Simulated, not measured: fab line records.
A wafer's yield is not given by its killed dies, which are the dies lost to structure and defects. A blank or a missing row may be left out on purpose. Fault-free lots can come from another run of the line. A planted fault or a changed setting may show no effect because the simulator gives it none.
fab line records / flow nand_harc
record: lots: 6 wafers: 18 last_day: 23
route steps=1159 shown P_ZERO_WELL@60 P_STI@69 END@1159
lots that met no fault: from a run of the same line without faults
start_h: start of the lot's first displayed wafer, in hours after the record's first day / wait_h: hours since the lot's step before / " the same as in the row above / L1.1+2: one row covering several wafers at once / - value missing, or start not given / * or withheld: withheld / < > ~ a bound
route shown NAME@n: names a module that has steps shown in the file, with the first one's number in the route / usual: average and standard deviation across the fault-free wafers / same: alike in all rows / chamber/n: place in a boat / sites: each site's reading / _std_site: standard deviation across them / _edge_site: inner sites' mean taken away from outer sites' mean / radius_mm: how far each site lies from the wafer's centre / mask NAME#n: copy n / behind: the tool/chamber that last shaped the wafer / hold: why the lot went on hold/how many hours it stayed there/how the hold came to an end / device: names the non-switching transistor (n, p or np) / end of line: the same wafers' tests at the end of the route / a step without rows: its recipe alone / killed: dies that structure and defects cost at the first sort, which is not the same as the wafer's yield / map: a wafer's dies, x killed, . not, _ none there
set.NAME: setting as actually run; set.NAME@STEP: the setting as run at that earlier step / model.NAME: the simulator's own value behind a step, which no gauge read
lots seen at some steps along the route; tables by step, rows by wafer
services: the hour from which a tool's chamber was out of use, counted from the record's first day as start_h (under 0 if before that day), plus the number of hours and why
== steps ==
step: NHARC_P_ZERO_WELL_HARDBAKE_53
recipe: temp_c: 125 time_s: 80
step: NHARC_P_ZERO_WELL_DESCUM_54
recipe: time_s: 3 o2_flow_sccm: 200 ar_flow_sccm: 0 bias_power_w: 0 chemistry: O2
usual: drypump_motor_current_A: 5.6/0.39 oes_product_au: 1.005/0.011 rf_vpp_V: 57.9/0.89 showerhead_plenum_p_Torr: 1.95/0.069 throttle_valve_pct: 11.312/0.0086
lot.wafer=L791.2 tool=rie_diel-12 chamber=3 start_h=24.10 wait_h=- drypump_motor_current_A=6.1 oes_product_au=0.994 rf_hours_counter_h=11.1 rf_vpp_V=57.2 showerhead_plenum_p_Torr=1.86 throttle_valve_pct=11.307
lot.wafer=L791.3 tool=rie_diel-12 chamber=1 start_h=24.10 wait_h=- drypump_motor_current_A=6.3 oes_product_au=0.998 rf_hours_counter_h=10.3 rf_vpp_V=56.5 showerhead_plenum_p_Torr=2.03 throttle_valve_pct=11.327
lot.wafer=L791.5 tool=rie_diel-12 chamber=2 start_h=24.10 wait_h=- drypump_motor_current_A=5.1 oes_product_au=0.990 rf_hours_counter_h=- rf_vpp_V=58.4 showerhead_plenum_p_Torr=1.94 throttle_valve_pct=11.321
lot.wafer=L793.1 tool=rie_diel-08 chamber=1 start_h=36.04 wait_h=- drypump_motor_current_A=5.3 oes_product_au=0.987 rf_hours_counter_h=4.8 rf_vpp_V=57.2 showerhead_plenum_p_Torr=1.80 throttle_valve_pct=11.304
lot.wafer=L793.2 tool=rie_diel-08 chamber=2 start_h=36.04 wait_h=- drypump_motor_current_A=5.7 oes_product_au=1.025 rf_hours_counter_h=5.3 rf_vpp_V=58.9 showerhead_plenum_p_Torr=1.92 throttle_valve_pct=11.309
lot.wafer=L793.3 tool=rie_diel-08 chamber=3 start_h=36.04 wait_h=- drypump_motor_current_A=6.0 oes_product_au=0.989 rf_hours_counter_h=5.0 rf_vpp_V=60.1 showerhead_plenum_p_Torr=1.90 throttle_valve_pct=11.298
lot.wafer=L796.2 tool=rie_diel-12 chamber=0 start_h=60.25 wait_h=- drypump_motor_current_A=5.8 oes_product_au=1.022 rf_hours_counter_h=2.5 rf_vpp_V=57.8 showerhead_plenum_p_Torr=2.06 throttle_valve_pct=11.310
lot.wafer=L796.6 tool=rie_diel-12 chamber=1 start_h=60.25 wait_h=- drypump_motor_current_A=6.3 oes_product_au=0.990 rf_hours_counter_h=- rf_vpp_V=58.3 showerhead_plenum_p_Torr=2.03 throttle_valve_pct=11.303
lot.wafer=L796.5 tool=rie_diel-12 chamber=2 start_h=60.25 wait_h=- drypump_motor_current_A=5.1 oes_product_au=1.008 rf_hours_counter_h=- rf_vpp_V=59.0 showerhead_plenum_p_Torr=1.94 throttle_valve_pct=11.318
lot.wafer=L799.3 tool=rie_diel-11 chamber=1 start_h=71.81 wait_h=- drypump_motor_current_A=5.2 oes_product_au=1.006 rf_hours_counter_h=2.5 rf_vpp_V=57.9 showerhead_plenum_p_Torr=1.94 throttle_valve_pct=11.314
lot.wafer=L799.5 tool=rie_diel-11 chamber=2 start_h=71.81 wait_h=- drypump_motor_current_A=5.5 oes_product_au=1.003 rf_hours_counter_h=- rf_vpp_V=58.7 showerhead_plenum_p_Torr=1.98 throttle_valve_pct=11.317
lot.wafer=L799.6 tool=rie_diel-11 chamber=3 start_h=71.81 wait_h=- drypump_motor_current_A=5.4 oes_product_au=1.003 rf_hours_counter_h=- rf_vpp_V=59.8 showerhead_plenum_p_Torr=1.95 throttle_valve_pct=11.300
lot.wafer=L805.3 tool=rie_diel-11 chamber=1 start_h=108.07 wait_h=- drypump_motor_current_A=5.2 oes_product_au=0.998 rf_hours_counter_h=6.5 rf_vpp_V=58.4 showerhead_plenum_p_Torr=1.93 throttle_valve_pct=11.311
lot.wafer=L805.4 tool=rie_diel-11 chamber=3 start_h=108.07 wait_h=- drypump_motor_current_A=5.4 oes_product_au=0.999 rf_hours_counter_h=6.1 rf_vpp_V=59.1 showerhead_plenum_p_Torr=1.95 throttle_valve_pct=11.323
lot.wafer=L805.5 tool=rie_diel-11 chamber=1 start_h=108.07 wait_h=- drypump_motor_current_A=5.2 oes_product_au=1.002 rf_hours_counter_h=- rf_vpp_V=58.4 showerhead_plenum_p_Torr=1.93 throttle_valve_pct=11.320
lot.wafer=L807.3 tool=rie_diel-12 chamber=2 start_h=120.03 wait_h=- drypump_motor_current_A=5.1 oes_product_au=1.005 rf_hours_counter_h=5.7 rf_vpp_V=59.2 showerhead_plenum_p_Torr=1.94 throttle_valve_pct=11.313
lot.wafer=L807.1 tool=rie_diel-12 chamber=3 start_h=120.03 wait_h=- drypump_motor_current_A=6.1 oes_product_au=1.013 rf_hours_counter_h=6.6 rf_vpp_V=57.9 showerhead_plenum_p_Torr=1.86 throttle_valve_pct=11.313
lot.wafer=L807.2 tool=rie_diel-12 chamber=0 start_h=120.03 wait_h=- drypump_motor_current_A=5.8 oes_product_au=1.020 rf_hours_counter_h=7.0 rf_vpp_V=55.8 showerhead_plenum_p_Torr=2.06 throttle_valve_pct=11.313
step: NHARC_P_ZERO_WELL_IMPLANT_55
recipe: energy_kev: 180 dose_cm2: 8e+11 tilt_deg: 7
step: NHARC_P_ZERO_WELL_IMPLANT_61
recipe: energy_kev: 30 dose_cm2: 5e+11 tilt_deg: 7
step: NHARC_P_ZERO_WELL_STRIP_56
recipe: time_s: 840 temp_c: 130 chemistry: SPM
step: NHARC_P_ZERO_WELL_PRECLEAN_68
recipe: time_s: 60 temp_c: 50 bath_age_min: 0 chemistry: SC1
step: NHARC_P_ZERO_WELL_SRD_69
step: NHARC_P_ZERO_WELL_RTA_42
recipe: temp_c: 1100 time_s: 300
usual: lamp_power_pct: 42.7/2.1 wafer_temp_C_max: 1105.8/1
lot.wafer=L791.2 tool=rtp_anneal-02 chamber=0 start_h=25.19 wait_h=- lamp_power_pct=44.4 wafer_temp_C_max=1107.5
lot.wafer=L791.3 tool=rtp_anneal-02 chamber=0 start_h=25.19 wait_h=- lamp_power_pct=44.4 wafer_temp_C_max=1106.4
lot.wafer=L791.5 tool=rtp_anneal-02 chamber=0 start_h=25.19 wait_h=- lamp_power_pct=44.5 wafer_temp_C_max=1104.5
lot.wafer=L793.1 tool=rtp_anneal-02 chamber=0 start_h=37.08 wait_h=- lamp_power_pct=44.3 wafer_temp_C_max=1105.3
lot.wafer=L793.2 tool=rtp_anneal-02 chamber=0 start_h=37.08 wait_h=- lamp_power_pct=44.3 wafer_temp_C_max=1105.2
lot.wafer=L793.3 tool=rtp_anneal-02 chamber=0 start_h=37.08 wait_h=- lamp_power_pct=44.3 wafer_temp_C_max=1105.6
lot.wafer=L796.2 tool=rtp_anneal-01 chamber=0 start_h=61.29 wait_h=- lamp_power_pct=40.2 wafer_temp_C_max=1103.8
lot.wafer=L796.5 tool=rtp_anneal-01 chamber=0 start_h=61.29 wait_h=- lamp_power_pct=40.2 wafer_temp_C_max=1106.9
lot.wafer=L796.6 tool=rtp_anneal-01 chamber=0 start_h=61.29 wait_h=- lamp_power_pct=40.2 wafer_temp_C_max=1104.4
lot.wafer=L799.3 tool=rtp_anneal-02 chamber=0 start_h=72.98 wait_h=- lamp_power_pct=44.4 wafer_temp_C_max=1105.9
lot.wafer=L799.5 tool=rtp_anneal-02 chamber=0 start_h=72.98 wait_h=- lamp_power_pct=44.4 wafer_temp_C_max=1104.7
lot.wafer=L799.6 tool=rtp_anneal-02 chamber=0 start_h=72.98 wait_h=- lamp_power_pct=44.4 wafer_temp_C_max=1103.9
lot.wafer=L805.3 tool=rtp_anneal-02 chamber=0 start_h=109.27 wait_h=- lamp_power_pct=44.4 wafer_temp_C_max=1106.1
lot.wafer=L805.4 tool=rtp_anneal-02 chamber=0 start_h=109.27 wait_h=- lamp_power_pct=44.5 wafer_temp_C_max=1104.4
lot.wafer=L805.5 tool=rtp_anneal-02 chamber=0 start_h=109.27 wait_h=- lamp_power_pct=44.4 wafer_temp_C_max=1107.4
lot.wafer=L807.1 tool=rtp_anneal-02 chamber=0 start_h=121.00 wait_h=- lamp_power_pct=44.4 wafer_temp_C_max=1107.3
lot.wafer=L807.2 tool=rtp_anneal-02 chamber=0 start_h=121.00 wait_h=- lamp_power_pct=44.4 wafer_temp_C_max=1106.5
lot.wafer=L807.3 tool=rtp_anneal-02 chamber=0 start_h=121.00 wait_h=- lamp_power_pct=44.5 wafer_temp_C_max=1106.3
step: NHARC_P_ZERO_WELL_INSPECT_43
usual: raw_defect_count: 14/6.4
lot.wafer=L791.2 tool=defect_inspect-02 chamber=- start_h=25.76 wait_h=0.5 raw_defect_count=39
lot.wafer=L791.3 tool=defect_inspect-02 chamber=- start_h=25.76 wait_h=0.5 raw_defect_count=19
lot.wafer=L791.5 tool=defect_inspect-02 chamber=- start_h=25.76 wait_h=0.5 raw_defect_count=26
lot.wafer=L793.1 tool=defect_inspect-02 chamber=- start_h=37.74 wait_h=0.6 raw_defect_count=19
lot.wafer=L793.2 tool=defect_inspect-02 chamber=- start_h=37.74 wait_h=0.6 raw_defect_count=13
lot.wafer=L793.3 tool=defect_inspect-02 chamber=- start_h=37.74 wait_h=0.6 raw_defect_count=11
lot.wafer=L796.2 tool=defect_inspect-02 chamber=- start_h=61.87 wait_h=0.5 raw_defect_count=9
lot.wafer=L796.5 tool=defect_inspect-02 chamber=- start_h=61.87 wait_h=0.5 raw_defect_count=18
lot.wafer=L796.6 tool=defect_inspect-02 chamber=- start_h=61.87 wait_h=0.5 raw_defect_count=12
lot.wafer=L799.3 tool=defect_inspect-01 chamber=- start_h=73.46 wait_h=0.4 raw_defect_count=23
lot.wafer=L799.5 tool=defect_inspect-01 chamber=- start_h=73.46 wait_h=0.4 raw_defect_count=5
lot.wafer=L799.6 tool=defect_inspect-01 chamber=- start_h=73.46 wait_h=0.4 raw_defect_count=17
lot.wafer=L805.3 tool=defect_inspect-02 chamber=- start_h=109.74 wait_h=0.4 raw_defect_count=9
lot.wafer=L805.4 tool=defect_inspect-02 chamber=- start_h=109.74 wait_h=0.4 raw_defect_count=9
lot.wafer=L805.5 tool=defect_inspect-02 chamber=- start_h=109.74 wait_h=0.4 raw_defect_count=6
lot.wafer=L807.1 tool=defect_inspect-01 chamber=- start_h=121.69 wait_h=0.6 raw_defect_count=6
lot.wafer=L807.2 tool=defect_inspect-01 chamber=- start_h=121.69 wait_h=0.6 raw_defect_count=7
lot.wafer=L807.3 tool=defect_inspect-01 chamber=- start_h=121.69 wait_h=0.6 raw_defect_count=8
step: NHARC_P_STI_ETCH_26
recipe: target_depth_a: 110 chemistry: dHF material: SiO2
step: NHARC_P_STI_PRECLEAN_27
recipe: time_s: * temp_c: 50 bath_age_min: 0 chemistry: SC1
step: NHARC_P_STI_SRD_28
step: NHARC_P_STI_OXIDE_29
recipe: target_thk_a: 100 temp_c: 900 ox_time_s: 1362 material: SiO2
usual: spike_tc_upper_C: 901.8/1.3
lot.wafer=L791.2 tool=furnace-06 chamber=0 start_h=26.27 wait_h=- spike_tc_upper_C=901.0
lot.wafer=L791.3 tool=furnace-06 chamber=0 start_h=26.27 wait_h=- spike_tc_upper_C=901.3
lot.wafer=L791.5 tool=furnace-06 chamber=0 start_h=26.27 wait_h=- spike_tc_upper_C=900.3
lot.wafer=L793.1 tool=furnace-02 chamber=0 start_h=41.65 wait_h=- spike_tc_upper_C=900.3
lot.wafer=L793.2 tool=furnace-02 chamber=0 start_h=41.65 wait_h=- spike_tc_upper_C=900.7
lot.wafer=L793.3 tool=furnace-02 chamber=0 start_h=41.65 wait_h=- spike_tc_upper_C=900.2
lot.wafer=L796.2 tool=furnace-06 chamber=0 start_h=65.45 wait_h=- spike_tc_upper_C=901.5
lot.wafer=L796.5 tool=furnace-06 chamber=0 start_h=65.45 wait_h=- spike_tc_upper_C=900.8
lot.wafer=L796.6 tool=furnace-06 chamber=0 start_h=65.45 wait_h=- spike_tc_upper_C=901.7
lot.wafer=L799.3 tool=furnace-06 chamber=0 start_h=77.43 wait_h=- spike_tc_upper_C=901.8
lot.wafer=L799.5 tool=furnace-06 chamber=0 start_h=77.43 wait_h=- spike_tc_upper_C=901.7
lot.wafer=L799.6 tool=furnace-06 chamber=0 start_h=77.43 wait_h=- spike_tc_upper_C=900.1
lot.wafer=L805.3 tool=furnace-07 chamber=0 start_h=121.57 wait_h=- spike_tc_upper_C=902.7
lot.wafer=L805.4 tool=furnace-07 chamber=0 start_h=121.57 wait_h=- spike_tc_upper_C=901.2
lot.wafer=L805.5 tool=furnace-07 chamber=0 start_h=121.57 wait_h=- spike_tc_upper_C=903.2
lot.wafer=L805.3 tool=furnace-06 chamber=0 start_h=126.14 wait_h=0.9 spike_tc_upper_C=903.4
lot.wafer=L805.4 tool=furnace-06 chamber=0 start_h=126.14 wait_h=0.9 spike_tc_upper_C=900.8
lot.wafer=L805.5 tool=furnace-06 chamber=0 start_h=126.14 wait_h=0.9 spike_tc_upper_C=900.8
lot.wafer=L807.1 tool=furnace-07 chamber=0 start_h=129.59 wait_h=- spike_tc_upper_C=902.1
lot.wafer=L807.2 tool=furnace-07 chamber=0 start_h=129.59 wait_h=- spike_tc_upper_C=902.3
lot.wafer=L807.3 tool=furnace-07 chamber=0 start_h=129.59 wait_h=- spike_tc_upper_C=902.9
lot.wafer=L807.1 tool=furnace-07 chamber=0 start_h=137.85 wait_h=4.6 spike_tc_upper_C=903.4
lot.wafer=L807.2 tool=furnace-07 chamber=0 start_h=137.85 wait_h=4.6 spike_tc_upper_C=902.4
lot.wafer=L807.3 tool=furnace-07 chamber=0 start_h=137.85 wait_h=4.6 spike_tc_upper_C=901.8
step: NHARC_P_STI_HM_DEP_30
recipe: target_thk_a: 800 temp_c: 790 pressure_mtorr: 300 time_s: 873 material: Si3N4
step: NHARC_END_SORT_01
recipe: temp_c: 25
usual: killed_at_array: 28/11 killed_at_other: 0.8/1.1 killed_at_periphery: 3.3/2.8 killed_dies: 32/11 killed_open: 3.3/1.9 killed_short: 1.9/1.4
same: gross_dies: 677
lot.wafer=L799.3 tool=prober-01 chamber=0 start_h=504.06 wait_h=3.1 killed_at_array=38 killed_at_other=0 killed_at_periphery=1 killed_dies=39 killed_open=3 killed_short=2
lot.wafer=L799.5 tool=prober-01 chamber=0 start_h=505.65 wait_h=3.7 killed_at_array=41 killed_at_other=0 killed_at_periphery=0 killed_dies=41 killed_open=2 killed_short=0
lot.wafer=L799.6 tool=prober-01 chamber=0 start_h=506.45 wait_h=4.0 killed_at_array=34 killed_at_other=1 killed_at_periphery=2 killed_dies=37 killed_open=2 killed_short=2
lot.wafer=L805.3 tool=prober-02 chamber=0 start_h=554.75 wait_h=3.1 killed_at_array=54 killed_at_other=0 killed_at_periphery=4 killed_dies=58 killed_open=8 killed_short=3
lot.wafer=L805.4 tool=prober-02 chamber=0 start_h=555.56 wait_h=3.4 killed_at_array=52 killed_at_other=1 killed_at_periphery=0 killed_dies=53 killed_open=4 killed_short=1
lot.wafer=L805.5 tool=prober-02 chamber=0 start_h=556.36 wait_h=3.7 killed_at_array=49 killed_at_other=0 killed_at_periphery=1 killed_dies=50 killed_open=2 killed_short=3
killed by level:class
L799.3 A_CHANNEL_HOLE_D1:chamber_film_flake=12 A_SLIT:chamber_film_flake=11 A_CONTACT:chamber_film_flake=4 A_STAIRCASE:chamber_film_flake=3 A_BLC:chamber_film_flake=3 P_M0:geometric_particle:open=1 A_SOURCE_PLATE:geometric_particle:short=1 A_ONON_D1:geometric_particle:short=1
L799.5 A_CHANNEL_HOLE_D1:chamber_film_flake=19 A_SLIT:chamber_film_flake=10 A_STAIRCASE:chamber_film_flake=4 A_BLC:chamber_film_flake=3 A_ZERO_WELL:chamber_film_flake=2 A_CONTACT:geometric_particle:open=1 A_M0:geometric_particle:open=1 A_CONTACT:chamber_film_flake=1
L799.6 A_CHANNEL_HOLE_D1:chamber_film_flake=13 A_SLIT:chamber_film_flake=8 A_STAIRCASE:chamber_film_flake=3 A_CONTACT:chamber_film_flake=3 A_CONTACT:geometric_particle:open=2 A_ZERO_WELL:chamber_film_flake=2 P_GATE:chamber_film_flake=2 A_ONON_D1:geometric_particle:short=1
L805.3 A_CHANNEL_HOLE_D1:chamber_film_flake=21 A_SLIT:chamber_film_flake=15 A_CONTACT:chamber_film_flake=6 A_STAIRCASE:chamber_film_flake=4 A_WL_FILL:geometric_particle:short=2 A_BLC:geometric_particle:open=2 P_CONTACT:geometric_particle:open=1 P_M0:geometric_particle:open=1
L805.4 A_CHANNEL_HOLE_D1:chamber_film_flake=20 A_CONTACT:chamber_film_flake=15 A_SLIT:chamber_film_flake=10 A_CONTACT:geometric_particle:open=2 A_CHANNEL_HOLE_D1:geometric_particle:open=1 A_M0:geometric_particle:short=1 A_M1:geometric_particle:open=1 A_CHANNEL_FILL_D1:chamber_film_flake=1
L805.5 A_CHANNEL_HOLE_D1:chamber_film_flake=19 A_SLIT:chamber_film_flake=13 A_CONTACT:chamber_film_flake=10 A_CONTACT:geometric_particle:short=2 A_STAIRCASE:chamber_film_flake=2 A_CHANNEL_FILL_D1:geometric_particle:short=1 A_CHANNEL_FILL_D1:geometric_particle:open=1 A_WL_FILL:geometric_particle:open=1
== services ==
tool=rie_diel-12 chamber=0 start_h=4.52 hours=- kind=clean
tool=rie_diel-12 chamber=1 start_h=4.52 hours=- kind=clean
tool=rie_diel-12 chamber=2 start_h=4.52 hours=- kind=clean
tool=rie_diel-12 chamber=3 start_h=4.52 hours=- kind=clean
tool=rie_diel-11 chamber=- start_h=12.50 hours=9.0 kind=pm
tool=rie_diel-12 chamber=2 start_h=19.39 hours=2.9 kind=repair
tool=rie_diel-12 chamber=- start_h=25.40 hours=9.0 kind=pm
tool=rie_diel-12 chamber=0 start_h=25.40 hours=9.0 kind=vent_cycle
tool=rie_diel-12 chamber=1 start_h=25.40 hours=9.0 kind=vent_cycle
tool=rie_diel-12 chamber=2 start_h=25.40 hours=9.0 kind=vent_cycle
tool=rie_diel-12 chamber=3 start_h=25.40 hours=9.0 kind=vent_cycle
tool=rie_diel-12 chamber=0 start_h=34.40 hours=- kind=clean
tool=rie_diel-12 chamber=1 start_h=34.40 hours=- kind=clean
tool=rie_diel-12 chamber=2 start_h=34.40 hours=- kind=clean
tool=rie_diel-12 chamber=3 start_h=34.40 hours=- kind=clean
tool=rie_diel-12 chamber=- start_h=38.03 hours=0.2 kind=repair
tool=rie_diel-08 chamber=2 start_h=53.15 hours=6.8 kind=repair
tool=rie_diel-12 chamber=0 start_h=58.90 hours=- kind=clean
tool=rie_diel-12 chamber=1 start_h=58.90 hours=- kind=clean
tool=rtp_anneal-02 chamber=- start_h=75.13 hours=0.4 kind=repair
tool=rie_diel-11 chamber=0 start_h=82.37 hours=8.3 kind=repair
tool=furnace-02 chamber=- start_h=111.59 hours=26.0 kind=pm
tool=rie_diel-08 chamber=- start_h=124.80 hours=9.0 kind=pm
tool=rie_diel-08 chamber=1 start_h=135.30 hours=4.5 kind=repair
== key ==
first_sign: step: NHARC_P_STI_OXIDE_29 reading: visit direction: added
effect none on later readings
met_at NHARC_P_STI_OXIDE_29
struck_wafers L805.3,L805.4,L805.5,L807.1,L807.2,L807.3
tester_left_out L805,L807
fault: kind: repeated_step_whole tool: furnace-02,furnace-06,furnace-07 chamber: - onset_h: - steps: NHARC_P_STI_OXIDE_29 times: 1 scope: struck_lots_only
tester_left_out: of these lots the tester's yield and bins aren't shown, on N5 and GAA mostly nor the transistor test; their killed dies are dies lost to structure and defects alone, not to doping, threshold or leakage, so they don't give the yield
